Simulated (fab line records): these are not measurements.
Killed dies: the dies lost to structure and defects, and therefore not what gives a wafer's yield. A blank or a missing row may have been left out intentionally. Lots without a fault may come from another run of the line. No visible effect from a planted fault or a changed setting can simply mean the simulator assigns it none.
Which of the tools did it? -- flow n5 finfet -- 24 lots, 72 wafers sampled, at 6 steps of a route of 1938

## WHAT THE GAUGES SHOWED, per wafer
Not one reading of a measure or inspect step in the record can be checked against a usual standard deviation.

## WHICH TOOL RAN EACH LOT (tool, then ch and the chambers of the sampled wafers, then the start)
lot,N5_BEOL_M1_ETCH_70,N5_BEOL_M1_SURFACE_TREAT_85,N5_BEOL_M1_ANNEAL_49,N5_BEOL_M1_SPUTTER_79,N5_BEOL_M1_ANNEAL_82,N5_BEOL_M1_SPUTTER_88
L074,"rie diel-01 ch 0,1, day 6 07:22","pvd sputter-01, day 6 08:24","pvd sputter-03, day 6 08:52","pvd sputter-03, day 6 09:00","pvd sputter-03, day 6 09:18","pvd sputter-03, day 6 09:40"
L075,"rie diel-06 ch 0,2,3, day 6 10:28","pvd sputter-01, day 6 11:31","pvd sputter-01, day 6 12:06","pvd sputter-01, day 6 12:14","pvd sputter-01, day 6 12:32","pvd sputter-01, day 6 12:54"
L076,"rie diel-06 ch 0,1, day 6 15:38","pvd sputter-02, day 6 16:31","pvd sputter-02, day 6 16:50","pvd sputter-02, day 6 16:58","pvd sputter-02, day 6 17:16","pvd sputter-02, day 6 17:38"
L077,"rie diel-01 ch 1,2,3, day 7 00:34","pvd sputter-02, day 7 01:54","pvd sputter-02, day 7 02:28","pvd sputter-02, day 7 02:37","pvd sputter-02, day 7 02:55","pvd sputter-02, day 7 03:16"
L078,"rie diel-06 ch 0,1,2, day 7 07:32","pvd sputter-03, day 7 08:46","pvd sputter-01, day 7 09:13","pvd sputter-01, day 7 09:21","pvd sputter-01, day 7 09:39","pvd sputter-01, day 7 10:01"
L080,"rie diel-01 ch 0,1,3, day 7 15:50","pvd sputter-01, day 7 17:11","pvd sputter-01, day 7 17:44","pvd sputter-01, day 7 17:53","pvd sputter-01, day 7 18:11","pvd sputter-01, day 7 18:32"
L079,"rie diel-01 ch 0,1, day 7 19:37","pvd sputter-01, day 7 21:54","pvd sputter-03, day 7 22:22","pvd sputter-03, day 7 22:30","pvd sputter-03, day 7 22:48","pvd sputter-03, day 7 23:10"
L081,"rie diel-06 ch 1,3, day 7 23:52","pvd sputter-03, day 8 01:16","pvd sputter-03, day 8 01:34","pvd sputter-03, day 8 01:42","pvd sputter-03, day 8 02:00","pvd sputter-03, day 8 02:22"
L082,"rie diel-01 ch 1,2,3, day 8 10:53","pvd sputter-01, day 8 12:37","pvd sputter-01, day 8 13:00","pvd sputter-01, day 8 13:08","pvd sputter-01, day 8 13:26","pvd sputter-01, day 8 13:48"
L083,"rie diel-02 ch 0,2,3, day 8 12:57","pvd sputter-03, day 8 14:30","pvd sputter-03, day 8 14:49","pvd sputter-03, day 8 14:58","pvd sputter-03, day 8 15:16","pvd sputter-03, day 8 15:37"
L084,"rie diel-06 ch 0,3, day 8 18:53","pvd sputter-02, day 8 19:45","pvd sputter-02, day 8 20:05","pvd sputter-02, day 8 20:13","pvd sputter-02, day 8 20:31","pvd sputter-02, day 8 20:53"
L085,"rie diel-02 ch 0,2,3, day 9 05:06","pvd sputter-03, day 9 07:10","pvd sputter-02, day 9 07:50","pvd sputter-02, day 9 07:58","pvd sputter-02, day 9 08:16","pvd sputter-02, day 9 08:38"
L086,"rie diel-06 ch 1,2,3, day 9 08:35","pvd sputter-01, day 9 10:19","pvd sputter-02, day 9 10:40","pvd sputter-02, day 9 10:49","pvd sputter-02, day 9 11:07","pvd sputter-02, day 9 11:28"
L087,"rie diel-01 ch 0,1, day 9 12:03","pvd sputter-02, day 9 13:43","pvd sputter-01, day 9 14:03","pvd sputter-01, day 9 14:11","pvd sputter-01, day 9 14:29","pvd sputter-01, day 9 14:51"
L089,"rie diel-06 ch 1,2,3, day 9 21:02","pvd sputter-03, day 9 22:11","pvd sputter-01, day 9 22:36","pvd sputter-01, day 9 22:44","pvd sputter-01, day 9 23:02","pvd sputter-01, day 9 23:24"
L088,"rie diel-01 ch 0,1,3, day 10 08:10","pvd sputter-01, day 10 10:09","pvd sputter-01, day 10 10:43","pvd sputter-01, day 10 10:51","pvd sputter-01, day 10 11:09","pvd sputter-01, day 10 11:31"
L090,"rie diel-06 ch 0,2,3, day 10 12:07","pvd sputter-03, day 10 13:12","pvd sputter-02, day 10 13:34","pvd sputter-02, day 10 13:43","pvd sputter-02, day 10 14:01","pvd sputter-02, day 10 14:22"
L091,"rie diel-06 ch 0,2,3, day 10 15:10","pvd sputter-01, day 10 16:46","pvd sputter-03, day 10 17:09","pvd sputter-03, day 10 17:17","pvd sputter-03, day 10 17:35","pvd sputter-03, day 10 17:57"
L092,"rie diel-06 ch 1,3, day 10 18:22","pvd sputter-01, day 10 19:21","pvd sputter-01, day 10 19:43","pvd sputter-01, day 10 19:52","pvd sputter-01, day 10 20:10","pvd sputter-01, day 10 20:31"
L093,"rie diel-02 ch 0,2, day 10 21:02","pvd sputter-03, day 10 22:09","pvd sputter-01, day 10 22:28","pvd sputter-01, day 10 22:36","pvd sputter-01, day 10 22:54","pvd sputter-01, day 10 23:16"
L094,"rie diel-02 ch 1,2,3, day 11 00:28","pvd sputter-01, day 11 01:43","pvd sputter-03, day 11 02:01","pvd sputter-03, day 11 02:10","pvd sputter-03, day 11 02:28","pvd sputter-03, day 11 02:49"
L095,"rie diel-02 ch 1,2, day 11 06:56","pvd sputter-03, day 11 08:06","pvd sputter-02, day 11 09:35","pvd sputter-02, day 11 09:44","pvd sputter-02, day 11 10:02","pvd sputter-02, day 11 10:23"
L097,"rie diel-02 ch 0,1,3, day 12 02:32","pvd sputter-01, day 12 03:52","pvd sputter-02, day 12 04:17","pvd sputter-02, day 12 04:26","pvd sputter-02, day 12 04:44","pvd sputter-02, day 12 05:05"
L096,"rie diel-01 ch 1,2,3, day 12 03:00","pvd sputter-03, day 12 05:50","pvd sputter-02, day 12 06:17","pvd sputter-02, day 12 06:26","pvd sputter-02, day 12 06:44","pvd sputter-02, day 12 07:05"
- N5_BEOL_M1_ETCH_70: etches SOC in N2/H2, target depth 80 nm, overetch 16 nm, time 120 s.
- N5_BEOL_M1_SURFACE_TREAT_85
- N5_BEOL_M1_ANNEAL_49: time 240 s.
- N5_BEOL_M1_SPUTTER_79: material Cu, target thk 4.5 nm, time 8.29 s.
- N5_BEOL_M1_ANNEAL_82: time 240 s.
- N5_BEOL_M1_SPUTTER_88: material Cu, target thk 4.5 nm, time 8.29 s.

## AS READ BY THE TOOLS THEMSELVES (means over the sampled wafers that have a number; for cases with no such wafer, the mark the record gives instead)
N5_BEOL_M1_ETCH_70.
lot,tool,drypump motor current A (A),oes product au (a.u.),rf vpp V (V),showerhead plenum p Torr (Torr),temp c (C),throttle valve pct (%)
L074,rie diel-01,4.9,0.57,524.8,2.55,40.14,17.85
L075,rie diel-06,5.4,0.56,521.9,2.47,39.93,17.93
L076,rie diel-06,5.4,0.58,523.0,2.52,39.98,18.05
L077,rie diel-01,5.6,0.55,524.3,2.56,40.06,17.86
L078,rie diel-06,5.1,0.58,521.8,2.48,39.95,17.91
L080,rie diel-01,5.3,0.56,522.7,2.50,40.01,17.86
L079,rie diel-01,5.2,0.58,520.1,2.44,40.05,17.72
L081,rie diel-06,5.4,0.54,520.8,2.42,40.08,17.83
L082,rie diel-01,5.6,0.55,524.1,2.56,40.02,17.89
L083,rie diel-02,5.4,0.61,524.7,2.56,39.90,17.66
L084,rie diel-06,5.6,0.55,522.7,2.50,39.88,18.10
L085,rie diel-02,5.4,0.60,523.9,2.56,40.06,17.67
L086,rie diel-06,5.2,0.56,520.5,2.42,39.95,17.82
L087,rie diel-01,4.9,0.56,523.7,2.53,39.92,17.88
L089,rie diel-06,5.2,0.55,520.6,2.42,40.14,17.82
L088,rie diel-01,5.3,0.55,523.4,2.49,39.99,17.90
L090,rie diel-06,5.4,0.54,521.0,2.46,39.99,17.99
L091,rie diel-06,5.4,0.54,521.7,2.46,40.01,17.98
L092,rie diel-06,5.1,0.56,521.5,2.43,40.08,17.85
L093,rie diel-02,5.2,0.59,523.3,2.51,39.99,17.72
L094,rie diel-02,5.8,0.57,521.5,2.47,40.04,17.75
L095,rie diel-02,5.5,0.57,519.7,2.42,39.98,17.76
L097,rie diel-02,5.8,0.60,524.4,2.55,39.96,17.68
L096,rie diel-01,5.6,0.61,523.7,2.55,40.03,17.78

N5_BEOL_M1_ANNEAL_49.
lot,tool,heater power w (W)
L074,pvd sputter-03,768
L075,pvd sputter-01,856
L076,pvd sputter-02,767
L077,pvd sputter-02,897
L078,pvd sputter-01,797
L080,pvd sputter-01,828
L079,pvd sputter-03,906
L081,pvd sputter-03,944
L082,pvd sputter-01,808
L083,pvd sputter-03,870
L084,pvd sputter-02,746
L085,pvd sputter-02,843
L086,pvd sputter-02,838
L087,pvd sputter-01,840
L089,pvd sputter-01,827
L088,pvd sputter-01,780
L090,pvd sputter-02,769
L091,pvd sputter-03,984
L092,pvd sputter-01,834
L093,pvd sputter-01,824
L094,pvd sputter-03,938
L095,pvd sputter-02,808
L097,pvd sputter-02,832
L096,pvd sputter-02,808

N5_BEOL_M1_SPUTTER_79.
lot,tool,throttle valve pct (%)
L074,pvd sputter-03,29.2
L075,pvd sputter-01,29.5
L076,pvd sputter-02,30.2
L077,pvd sputter-02,28.6
L078,pvd sputter-01,29.9
L080,pvd sputter-01,28.9
L079,pvd sputter-03,30.5
L081,pvd sputter-03,30.2
L082,pvd sputter-01,29.4
L083,pvd sputter-03,29.6
L084,pvd sputter-02,29.8
L085,pvd sputter-02,29.4
L086,pvd sputter-02,29.4
L087,pvd sputter-01,29.0
L089,pvd sputter-01,28.8
L088,pvd sputter-01,28.7
L090,pvd sputter-02,30.2
L091,pvd sputter-03,30.8
L092,pvd sputter-01,28.9
L093,pvd sputter-01,28.8
L094,pvd sputter-03,30.1
L095,pvd sputter-02,28.8
L097,pvd sputter-02,29.5
L096,pvd sputter-02,29.1

N5_BEOL_M1_ANNEAL_82.
lot,tool,heater power w (W)
L074,pvd sputter-03,771
L075,pvd sputter-01,835
L076,pvd sputter-02,764
L077,pvd sputter-02,894
L078,pvd sputter-01,818
L080,pvd sputter-01,829
L079,pvd sputter-03,912
L081,pvd sputter-03,933
L082,pvd sputter-01,798
L083,pvd sputter-03,853
L084,pvd sputter-02,740
L085,pvd sputter-02,827
L086,pvd sputter-02,836
L087,pvd sputter-01,838
L089,pvd sputter-01,837
L088,pvd sputter-01,782
L090,pvd sputter-02,771
L091,pvd sputter-03,979
L092,pvd sputter-01,824
L093,pvd sputter-01,823
L094,pvd sputter-03,918
L095,pvd sputter-02,798
L097,pvd sputter-02,831
L096,pvd sputter-02,804

N5_BEOL_M1_SPUTTER_88.
lot,tool,throttle valve pct (%)
L074,pvd sputter-03,29.0
L075,pvd sputter-01,29.5
L076,pvd sputter-02,30.2
L077,pvd sputter-02,28.6
L078,pvd sputter-01,30.1
L080,pvd sputter-01,28.9
L079,pvd sputter-03,30.4
L081,pvd sputter-03,30.2
L082,pvd sputter-01,29.6
L083,pvd sputter-03,29.6
L084,pvd sputter-02,29.9
L085,pvd sputter-02,29.4
L086,pvd sputter-02,29.6
L087,pvd sputter-01,28.9
L089,pvd sputter-01,28.8
L088,pvd sputter-01,28.6
L090,pvd sputter-02,30.3
L091,pvd sputter-03,31.0
L092,pvd sputter-01,28.9
L093,pvd sputter-01,28.7
L094,pvd sputter-03,30.0
L095,pvd sputter-02,28.9
L097,pvd sputter-02,29.4
L096,pvd sputter-02,29.0

## THE ANSWER, worked out from the rows above alone
Rule: what is usual is taken from the lots themselves. Put in order of their means at a reading, lots are off if they are a third of the lots or fewer, leave a main group of 4 or more, and stand apart from it by a gap of 3 or more times the standard deviation of the main group's means; of several such gaps the widest counts. A main group is skipped when, at the precision printed for the reading in the tables above, its means are all equal. Also off: a lot with no number at a reading for which 4 or more lots have one. Any other lot the step has rows for is counted as sound. After the gauges, taken in route order, come the tools' own readings; for these a lot's mean is taken, as printed above. At the first step where some lot is off, the reading lying furthest off is the one used; lots without a number count as furthest.
Across all readings shown, no lot is off: no conclusion can be drawn from this.

## WHAT WAS PUT IN BY THE SIMULATOR
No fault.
